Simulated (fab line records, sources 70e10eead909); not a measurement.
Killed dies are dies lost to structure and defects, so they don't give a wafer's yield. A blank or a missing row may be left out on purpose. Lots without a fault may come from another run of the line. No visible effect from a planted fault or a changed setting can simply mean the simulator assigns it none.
Which tool was responsible?	flow nand_harc	36 wafers from 12 lots sampled at 5 of the route's 1302 steps

== WHAT EACH GAUGE READ, for each wafer ==
NHARC_A_SLIT_CD_MEAS_09: the cd target is 300 nm.
lot	measured	on	cd_nm (nm)
L795	day 19 20:35	cd_sem-02	299.7 298.9 300.2
L796	day 20 01:47	cd_sem-02	298.9 299.3 299.8
L799	day 21 05:47	cd_sem-02	299.8 300.3 300.4
L798	day 21 13:25	cd_sem-02	299.9 300.1 300.3
L802	day 22 00:06	cd_sem-03	300.4 298.8 299.6
L805	day 23 07:27	cd_sem-01	299.6 299.7 299.0
L804	day 23 11:17	cd_sem-02	300.3 299.4 299.8
L806	day 24 18:53	cd_sem-01	299.0 299.2 299.8
L807	day 24 18:56	cd_sem-01	300.7 299.5 300.7
L816	day 28 03:24	cd_sem-03	299.0 299.1 299.8
L817	day 28 17:37	cd_sem-02	300.1 300.5 301.0
L818	day 29 06:20	cd_sem-02	299.1 299.9 299.4

NHARC_END_SORT_01.
lot	measured	on	killed_at_array	killed_at_other	killed_at_periphery	killed_dies	killed_open	killed_short
L805	day 27 21:23	prober-02	63 60 57	0 0 0	8 3 6	71 63 63	1 3 3	2 3 2
L806	day 29 10:21	prober-02	25 25 33	1 3 4	4 4 6	30 32 43	3 2 4	0 1 2
L807	day 29 11:10	prober-01	29 40 37	0 0 0	0 4 3	29 44 40	4 2 2	0 4 5
L816	day 32 20:59	prober-02	45 45 39	1 1 0	7 5 3	53 51 42	6 9 4	4 6 2

== WHAT TOOL EACH LOT RAN ON (gives the tool, then ch and the chambers of the sampled wafers, and finally the start) ==
lot	NHARC_A_WL_FILL_RTA_01	NHARC_A_WL_FILL_ETCHBACK_04	NHARC_A_WL_FILL_STRIP_27
L795	rtp_anneal-01 ch 0, day 20 10:30	rie_metal-02 ch 0,1, day 20 11:34	plasma_asher-01 ch 0,1, day 20 11:55
L796	rtp_anneal-01 ch 0, day 20 15:18	rie_metal-03 ch 0,1, day 20 16:19	plasma_asher-01 ch 0,1, day 20 16:44
L799	rtp_anneal-01 ch 0, day 21 19:22	rie_metal-01 ch 0,1, day 21 20:22	plasma_asher-02 ch 0,1, day 21 20:46
L798	rtp_anneal-01 ch 0, day 22 03:05	rie_metal-03 ch 0,1, day 22 04:07	plasma_asher-02 ch 0,1, day 22 04:30
L802	rtp_anneal-01 ch 0, day 22 13:34	rie_metal-03 ch 0,1, day 22 14:38	plasma_asher-02 ch 1, day 22 14:59
L805	rtp_anneal-02 ch 0, day 23 21:05	rie_metal-03 ch 0,1, day 23 22:50	plasma_asher-01 ch 0,1, day 23 23:13
L804	rtp_anneal-02 ch 0, day 24 00:47	rie_metal-01 ch 0,1, day 24 02:05	plasma_asher-02 ch 0,1, day 24 02:27
L806	rtp_anneal-02 ch 0, day 25 08:24	rie_metal-01 ch 0, day 25 09:25	plasma_asher-02 ch 0,1, day 25 09:47
L807	rtp_anneal-02 ch 0, day 25 12:16	rie_metal-01 ch 0,1, day 25 13:24	plasma_asher-01 ch 0,1, day 25 13:46
L816	rtp_anneal-02 ch 0, day 28 18:05	rie_metal-03 ch 0,1, day 28 19:06	plasma_asher-01 ch 0,1, day 28 19:29
L817	rtp_anneal-01 ch 0, day 29 07:14	rie_metal-03 ch 0,1, day 29 08:14	plasma_asher-02 ch 0,1, day 29 08:38
L818	rtp_anneal-01 ch 0, day 29 20:04	rie_metal-03 ch 0, day 29 21:05	plasma_asher-02 ch 0,1, day 29 21:28
- NHARC_A_WL_FILL_RTA_01: time 5 s.
- NHARC_A_WL_FILL_ETCHBACK_04: etches the open film in NF3, target depth 60 nm, time 120 s.
- NHARC_A_WL_FILL_STRIP_27: strips in N2/H2, time 20 s.

== WHAT THE TOOLS THEMSELVES READ (means of the sampled wafers that have a number; where no wafer has one, the mark that the record gives instead) ==
NHARC_A_WL_FILL_RTA_01.
lot	tool	lamp_power_pct (%)	lamp_zone_1_pct (%)	lamp_zone_2_pct (%)	lamp_zone_3_pct (%)	lamp_zone_4_pct (%)	lamp_zone_5_pct (%)	lamp_zone_6_pct (%)	lamp_zone_7_pct (%)	wafer_temp_C_max
L795	rtp_anneal-01	34.2	34.2	34.2	34.2	34.2	34.2	34.2	34.8	1002.8
L796	rtp_anneal-01	34.2	34.2	34.1	34.2	34.1	34.2	34.1	34.7	1002.9
L799	rtp_anneal-01	34.2	34.2	34.2	34.2	34.2	34.2	34.1	34.7	1003.2
L798	rtp_anneal-01	34.2	34.2	34.2	34.2	34.2	34.3	34.2	34.8	1002.5
L802	rtp_anneal-01	34.2	34.2	34.2	34.2	34.2	34.2	34.2	34.7	1002.7
L805	rtp_anneal-02	32.8	32.8	32.8	32.8	32.8	32.8	32.7	33.3	1007.3
L804	rtp_anneal-02	32.8	32.8	32.8	32.8	32.8	32.9	32.8	33.3	1007.3
L806	rtp_anneal-02	28.6	28.7	28.6	28.6	28.7	28.6	28.6	29.2	959.6
L807	rtp_anneal-02	28.6	28.6	28.6	28.7	28.7	28.7	28.6	29.2	958.5
L816	rtp_anneal-02	32.8	32.7	32.7	32.8	32.8	32.8	32.7	33.3	1006.2
L817	rtp_anneal-01	34.2	34.1	34.2	34.2	34.2	34.2	34.1	34.7	1002.3
L818	rtp_anneal-01	34.1	34.1	34.1	34.2	34.1	34.2	34.1	34.7	1001.9

NHARC_A_WL_FILL_ETCHBACK_04.
lot	tool	drypump_motor_current_A (A)	he_backside_leak_sccm (sccm)	oes_product_au (a.u.)
L795	rie_metal-02	5.8	3.25	1.010
L796	rie_metal-03	5.9	3.52	1.011
L799	rie_metal-01	6.3	3.45	1.011
L798	rie_metal-03	5.9	3.26	1.007
L802	rie_metal-03	5.9	3.51	1.011
L805	rie_metal-03	5.9	3.53	0.993
L804	rie_metal-01	6.5	3.50	0.997
L806	rie_metal-01	6.6	3.57	1.014
L807	rie_metal-01	6.5	3.48	1.004
L816	rie_metal-03	5.9	3.51	0.996
L817	rie_metal-03	5.9	3.49	0.997
L818	rie_metal-03	5.7	3.37	0.992

NHARC_A_WL_FILL_STRIP_27.
lot	tool	drypump_motor_current_A (A)	heater_power_w (W)
L795	plasma_asher-01	5.7	328
L796	plasma_asher-01	6.0	365
L799	plasma_asher-02	5.5	348
L798	plasma_asher-02	5.4	337
L802	plasma_asher-02	5.2	335
L805	plasma_asher-01	5.7	317
L804	plasma_asher-02	5.5	344
L806	plasma_asher-02	5.5	341
L807	plasma_asher-01	6.0	346
L816	plasma_asher-01	6.0	352
L817	plasma_asher-02	5.4	336
L818	plasma_asher-02	5.4	342

== THE ANSWER, worked out from the rows above alone ==
Rule: the lots themselves supply what counts as usual. The widest of any qualifying gaps counts: lots, ordered by their means at a reading, are off when they make up no more than a third of the lots, leave a main group of 4 or more, and stand apart from it by 3 or more times the standard deviation of that group's means. A main group is skipped when, at the precision printed for the reading in the tables above, its means are all equal. Also off: a lot with no number at a reading for which 4 or more lots have one. Any other lot the step has rows for is counted as sound. First the gauges in route order, then the tools' own readings, where a lot's mean is used as printed above. The first step at which some lot is off is used, and at that step the reading that is off furthest; a lot without a number counts as furthest.
Off: L806, L807 (NHARC_A_WL_FILL_RTA_01, wafer_temp_C_max). The main group: mean 1003.9, standard deviation 2.
If a tool, at that step or one of the process steps before it, ran each lot that is off and ran no sound lot following the first of them, it fits. Of those tried, none fits.

== WHAT WAS PUT IN BY THE SIMULATOR ==
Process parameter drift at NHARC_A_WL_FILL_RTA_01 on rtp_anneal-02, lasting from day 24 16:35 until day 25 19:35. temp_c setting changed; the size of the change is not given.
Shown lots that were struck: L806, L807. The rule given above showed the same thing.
